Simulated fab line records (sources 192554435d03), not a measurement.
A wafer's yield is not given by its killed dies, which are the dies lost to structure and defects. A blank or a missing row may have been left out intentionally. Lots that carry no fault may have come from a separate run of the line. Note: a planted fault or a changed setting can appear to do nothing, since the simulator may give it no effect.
Split-lot experiment    flow n5Finfet    route with 1938 steps; 7 lots, 39 wafers read

## SPLIT DETAILS
At N5_MOL_CONTACT_COAG_ALD_27 (deposits SiOC, target thk 17 nm, pulse time 1.5 s, time 2720 s), the setting aldCycles was moved away from the recipe's 340 on 12 of the 39 wafers read, by -10.3% to +16.8%. For the rest of the wafers, this setting stayed at what the recipe calls for.

The reading comes from the split's own step.

## THE READING
SiOC_of_MOL_CONTACT_COAG_ALD_27.thkNm (the simulator's own value, which no gauge read), in nm, at N5_MOL_CONTACT_COAG_ALD_27 (deposits SiOC, target thk 17 nm, pulse time 1.5 s, time 2720 s). The file gives no usual value for it. Across the 27 wafers here that went through the recipe, the average is 16.9 nm and the standard deviation 0.088 nm.

wafer   tool, chamber at the split  aldCycles as run  against the recipe  SiOC_of_MOL_CONTACT_COAG_ALD_27.thkNm, nm  against lot-mates on the recipe
L074.1  aldSin-02, 3,2              340               recipe              17                                         -
L074.4  aldSin-02, 3,2              340               recipe              17                                         -
L074.2  aldSin-02, 1                397               +16.8%              20                                         +3.1
L074.5  aldSin-02, 1                397               +16.8%              20                                         +3.1
L074.3  aldSin-02, 0                340               recipe              16.8                                       -
L074.6  aldSin-02, 0                397               +16.8%              19.8                                       +2.9
L082.1  aldSin-02, 3,2,1,0,2        340               recipe              17                                         -
L082.2  aldSin-02, 3,2,1,0,2        340               recipe              17                                         -
L082.3  aldSin-02, 3,2,1,0,2        340               recipe              17                                         -
L082.4  aldSin-02, 3,2,1,0,2        340               recipe              17                                         -
L082.6  aldSin-02, 3,2,1,0,2        340               recipe              17                                         -
L082.5  aldSin-02, 3                340               recipe              16.8                                       -
L085.1  aldSin-02, 0                340               recipe              16.8                                       -
L085.2  aldSin-02, 3,1              340               recipe              17                                         -
L085.4  aldSin-02, 3,1              340               recipe              17                                         -
L085.3  aldSin-02, 2,2,1            377               +10.9%              18.8                                       +1.9
L085.5  aldSin-02, 2,2,1            377               +10.9%              18.8                                       +1.9
L085.6  aldSin-02, 2,2,1            377               +10.9%              18.8                                       +1.9
L087.1  aldSin-02, 3,1,1            340               recipe              17                                         -
L087.4  aldSin-02, 3,1,1            340               recipe              17                                         -
L087.6  aldSin-02, 3,1,1            340               recipe              17                                         -
L087.2  aldSin-02, 2,0,2            340               recipe              16.8                                       -
L087.3  aldSin-02, 2,0,2            340               recipe              16.8                                       -
L087.5  aldSin-02, 2,0,2            340               recipe              16.8                                       -
L092.2  aldSin-03, 2,3,1            340               recipe              17                                         -
L092.3  aldSin-03, 2,3,1            340               recipe              17                                         -
L092.5  aldSin-03, 2,3,1            340               recipe              17                                         -
L094.1  aldSin-03, 1,0              340               recipe              17                                         -
L094.6  aldSin-03, 1,0              340               recipe              17                                         -
L094.2  aldSin-03, 3,2,0            370               +8.8%               18.4                                       +1.5
L094.3  aldSin-03, 3,2,0            370               +8.8%               18.4                                       +1.5
L094.4  aldSin-03, 3,2,0            370               +8.8%               18.4                                       +1.5
L094.5  aldSin-03, 3                340               recipe              16.8                                       -
L096.1  aldSin-02, 1,2,0            340               recipe              17                                         -
L096.3  aldSin-02, 1,2,0            340               recipe              17                                         -
L096.5  aldSin-02, 1,2,0            340               recipe              17                                         -
L096.2  aldSin-02, 3,0              305               -10.3%              15.2                                       -1.8
L096.4  aldSin-02, 3,0              305               -10.3%              15.2                                       -1.8
L096.6  aldSin-02, 1                305               -10.3%              15.4                                       -1.6
If several chambers appear in one row, that row covers several wafers at once and the file leaves open which wafer was in which chamber.

THE FIT
A straight line over all 39 wafers: SiOC_of_MOL_CONTACT_COAG_ALD_27.thkNm changes by +0.172 nm for each +1% of aldCycles; r = +1.00; the points scatter about the line by 0.094 nm.
The same after taking each lot's own level away (the mean of its wafers on the recipe; 39 wafers): +0.174 nm for each +1%; r = +1.00; scatter 0.086 nm.
On that fit, the largest move of aldCycles shifts the reading by 2.9 nm.
From 16.90 to 17.00 nm: that is the span of the lots' own levels, equal to 1.1 times the standard deviation above.
The two slopes agree, so the slope changes little with the lot-to-lot level.
Check: for one of the wafers moved furthest among these (+16.8%), held out of the fit, the line's prediction against its lot-mates is +2.89 nm. Against them it came out at +3.07 nm.

## OTHER SPLITS APPLIED TO THESE WAFERS
Other splits were also applied to these wafers ahead of the reading. Each is held against what the fit with the lots' levels taken away leaves over:
other split on the same wafers  wafers away from the commonest value  r with SiOC_of_MOL_CONTACT_COAG_ALD_27.thkNm (lot level and that fit taken away)
N5_DUMMY_GATE_ETCH_37 sourceW   12                                    -0.03
N5_DUMMY_GATE_ETCH_32 timeS     12                                    -0.10
N5_SD_EPI_N_EXPOSE_06 doseMj    15                                    +0.13

## FILE'S OWN FIT
SiOC_of_MOL_CONTACT_COAG_ALD_27.thkNm changes by +0.174 nm for each +1% of aldCycles, r = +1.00.
